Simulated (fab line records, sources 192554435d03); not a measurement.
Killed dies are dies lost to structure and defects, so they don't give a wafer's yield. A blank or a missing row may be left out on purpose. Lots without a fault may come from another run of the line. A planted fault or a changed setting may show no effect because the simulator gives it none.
Tool commonality check | flow n5_finfet | 10 lots, 30 wafers sampled

WHY IT WAS OPENED
At N5_BEOL_M7_THK_MEAS_01 the reading M7_ILD_THK is flagged on 2 of 10 lots. Wafers without a fault read 154.7 nm, standard deviation 2.4.
Rule: a lot is flagged when every wafer of it that has a number lies more than 4 standard deviations from that mean, or none has a number. The other lots count as sound.

lot  | measured     | on            | M7_ILD_THK (nm), wafer by wafer | flag
L370 | day 10 02:07 | film_metro-02 | 151.4 156.0 155.8               |
L373 | day 11 03:23 | film_metro-01 | 157.1 157.8 157.7               |
L375 | day 11 22:43 | film_metro-01 | 149.8 153.2 153.4               |
L377 | day 12 13:30 | film_metro-01 | 153.7 156.6 156.0               |
L386 | day 14 07:43 | film_metro-01 | 154.0 158.0 157.6               |
L382 | day 14 12:20 | film_metro-02 | 178.2 177.1 178.6               | FLAGGED
L388 | day 15 01:03 | film_metro-02 | 153.6 158.5 158.8               |
L384 | day 15 02:56 | film_metro-01 | 181.5 183.4 185.2               | FLAGGED
L387 | day 15 06:43 | film_metro-02 | 156.0 155.5 156.1               |
L389 | day 15 14:01 | film_metro-02 | 150.2 152.2 151.7               |
The numbers of the flagged lots are 180.7 nm on average: +26.0 nm against the usual, or +11 standard deviations.

WHICH TOOL RAN EACH LOT
The record holds 3 process steps before the reading, out of a route of 1938 steps. In each cell: the tool, then ch and the chambers that the sampled wafers went through, then the start.
lot  | flag    | N5_BEOL_M6_TRENCH_ETCH_37                     | N5_BEOL_M6_DEGAS_44          | N5_BEOL_M7_CURE_74
L370 |         | rie_diel-06 ch 0,1,3, day 9 23:45 or earlier  | pvd_sputter-02, day 9 23:45  | uv_cure-01 ch 2, day 10 01:41
L373 |         | rie_diel-06 ch 2,3, day 10 23:02 or earlier   | pvd_sputter-03, day 10 23:02 | uv_cure-01 ch 2, day 11 02:57
L375 |         | rie_diel-05 ch 0,1,2, day 11 20:31 or earlier | pvd_sputter-02, day 11 20:31 | uv_cure-01 ch 0, day 11 22:12
L377 |         | rie_diel-06 ch 0,1, day 12 11:00 or earlier   | pvd_sputter-02, day 12 11:00 | uv_cure-03 ch 0, day 12 13:04
L386 |         | rie_diel-05 ch 0,1,2, day 14 04:53 or earlier | pvd_sputter-01, day 14 04:53 | uv_cure-02 ch 2, day 14 07:12
L382 | FLAGGED | rie_diel-06 ch 0,1,3, day 14 08:20 or earlier | pvd_sputter-01, day 14 08:20 | uv_cure-03 ch 1, day 14 11:49
L388 |         | rie_diel-05 ch 0,1,2, day 14 22:32 or earlier | pvd_sputter-03, day 14 22:32 | uv_cure-01 ch 0, day 15 00:37
L384 | FLAGGED | rie_diel-06 ch 1,2, day 15 00:34 or earlier   | pvd_sputter-02, day 15 00:34 | uv_cure-03 ch 2, day 15 02:35
L387 |         | rie_diel-06 ch 0,1,2, day 15 04:21 or earlier | pvd_sputter-01, day 15 04:21 | uv_cure-01 ch 0, day 15 06:12
L389 |         | rie_diel-05 ch 0,1,3, day 15 11:32 or earlier | pvd_sputter-01, day 15 11:32 | uv_cure-03 ch 0, day 15 13:30
What these steps do:
- N5_BEOL_M6_TRENCH_ETCH_37: etches SiCOH lowk in C4F6/O2, target depth 94.435 nm, time 31.5 s.
- N5_BEOL_M6_DEGAS_44: time 60 s.
- N5_BEOL_M7_CURE_74: cures SiCOH lowk, time 240 s.
- N5_BEOL_M7_THK_MEAS_01

FLAGGED OVER TOTAL, TOOL BY TOOL (the gauges that took the reading come last)
step                      | tool           | lots run | flagged | share of the flagged lots | sound lots run after its first flagged lot
N5_BEOL_M6_TRENCH_ETCH_37 | rie_diel-05    | 4        | 0       | none                      | -
N5_BEOL_M6_TRENCH_ETCH_37 | rie_diel-06    | 6        | 2       | all                       | 1 (L387)
N5_BEOL_M6_DEGAS_44       | pvd_sputter-01 | 4        | 1       | some                      | 2 (L387,L389)
N5_BEOL_M6_DEGAS_44       | pvd_sputter-02 | 4        | 1       | some                      | 0
N5_BEOL_M6_DEGAS_44       | pvd_sputter-03 | 2        | 0       | none                      | -
N5_BEOL_M7_CURE_74        | uv_cure-01     | 5        | 0       | none                      | -
N5_BEOL_M7_CURE_74        | uv_cure-02     | 1        | 0       | none                      | -
N5_BEOL_M7_CURE_74        | uv_cure-03     | 4        | 2       | all                       | 1 (L389)
N5_BEOL_M7_THK_MEAS_01    | film_metro-01  | 5        | 1       | some                      | 0
N5_BEOL_M7_THK_MEAS_01    | film_metro-02  | 5        | 1       | some                      | 3 (L388,L387,L389)
N5_BEOL_M6_TRENCH_ETCH_37 gives no start for some lots, so the hours and the order of its lots are those of N5_BEOL_M6_DEGAS_44.

WHAT THE TABLE ALLOWS
2 rows of the table ran every flagged lot: rie_diel-06 at N5_BEOL_M6_TRENCH_ETCH_37, uv_cure-03 at N5_BEOL_M7_CURE_74.
- rie_diel-06 at N5_BEOL_M6_TRENCH_ETCH_37: 2 of its 6 lots flagged. Sound lots ran on it after the first flagged one (L387), which a lasting fault on the whole tool wouldn't allow.
- uv_cure-03 at N5_BEOL_M7_CURE_74: 2 of its 4 lots flagged. Sound lots ran on it after the first flagged one (L389), which a lasting fault on the whole tool wouldn't allow. On the flagged lots its readings are blank where sound lots have values: lamp_power_pct, run_length_s, wafer_temp_C_max.
No row of the table ran every flagged lot and no sound lot after the first.

WHAT THE SIMULATOR HAD PUT IN
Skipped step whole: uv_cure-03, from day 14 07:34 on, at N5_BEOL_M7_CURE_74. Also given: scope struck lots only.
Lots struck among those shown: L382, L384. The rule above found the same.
